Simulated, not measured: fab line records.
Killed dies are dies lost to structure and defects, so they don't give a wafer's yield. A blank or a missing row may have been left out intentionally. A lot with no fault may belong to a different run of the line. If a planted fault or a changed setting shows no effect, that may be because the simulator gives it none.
Matching of chambers | flow n5 finfet | rie diel-06 running N5_BEOL_M3_ETCH_69: 4 sister chambers
The step etches SiARC in CF4, target depth 15.6 nm, time 26 s. 16 wafers are shown with their chamber, then 8 later ones without.

## WAFERS WITH THEIR CHAMBER
wafer  | chamber | drypump motor current A (A) | showerhead plenum p Torr (Torr) | oes product au (a.u.)
L075.2 | 3       | 5.8                         | 2.03                            | 0.59
L075.4 | 1       | 6.3                         | 2.11                            | 0.83
L075.5 | 0       | 6.5                         | 2.23                            | 0.67
L076.4 | 3       | 5.8                         | 2.03                            | 0.59
L076.5 | 1       | 6.2                         | 2.11                            | 0.83
L076.6 | 0       | 6.5                         | 2.23                            | 0.66
L081.1 | 3       | 5.8                         | 2.03                            | 0.57
L081.2 | 0       | 6.5                         | 2.22                            | 0.65
L081.4 | 2       | 5.5                         | 2.16                            | 0.67
L086.3 | 2       | 5.5                         | 2.15                            | 0.67
L086.5 | 3       | 5.8                         | 2.02                            | 0.57
L086.6 | 0       | 6.5                         | 2.22                            | 0.64
L088.2 | 3       | 5.8                         | 2.02                            | 0.57
L088.5 | 3       | 5.8                         | 2.02                            | 0.57
L088.6 | 2       | 5.5                         | 2.15                            | 0.67
L090.3 | 2       | 5.5                         | 2.15                            | 0.66

SIGNATURES (means of the wafers above)
reading                  | chamber 0 | chamber 1 | chamber 2 | chamber 3 | scatter within a chamber
drypump motor current A  | 6.500     | 6.250     | 5.500     | 5.800     | 0.0204
showerhead plenum p Torr | 2.2250    | 2.1100    | 2.1525    | 2.0250    | 0.0052
oes product au           | 0.6550    | 0.8300    | 0.6675    | 0.5767    | 0.00961
Rule: a wafer lies at a distance from a chamber equal to the root of the sum of squares, over the readings, of (its reading less the chamber's mean, divided by the reading's scatter). If the next closest chamber is less than 2 further off than the closest, the wafer can't be placed; otherwise it belongs to the closest. The scatter is the square root of a quotient: the sum, over the shown wafers, of each reading's squared deviation from its chamber's mean, divided by wafers minus chambers.

## WAFERS WITHOUT THEIR CHAMBER
wafer  | drypump motor current A (A) | showerhead plenum p Torr (Torr) | oes product au (a.u.)
L090.5 | 5.5                         | 2.15                            | 0.66
L090.6 | 6.3                         | 2.10                            | 0.76
L093.1 | 6.5                         | 2.21                            | 0.63
L093.4 | 6.5                         | 2.21                            | 0.63
L093.5 | 5.5                         | 2.15                            | 0.67
L095.4 | 6.3                         | 2.10                            | 0.76
L095.5 | 5.5                         | 2.15                            | 0.66
L095.6 | 6.5                         | 2.21                            | 0.63

## EACH ONE'S CHAMBER
wafer  | from the rows above | in truth
L090.5 | 2                   | 2
L090.6 | 1                   | 1
L093.1 | 0                   | 0
L093.4 | 0                   | 0
L093.5 | 2                   | 2
L095.4 | 1                   | 1
L095.5 | 2                   | 2
L095.6 | 0                   | 0
Correctly placed: 8 of 8. Number that these rows cannot place: 0. Number placed wrongly: 0.
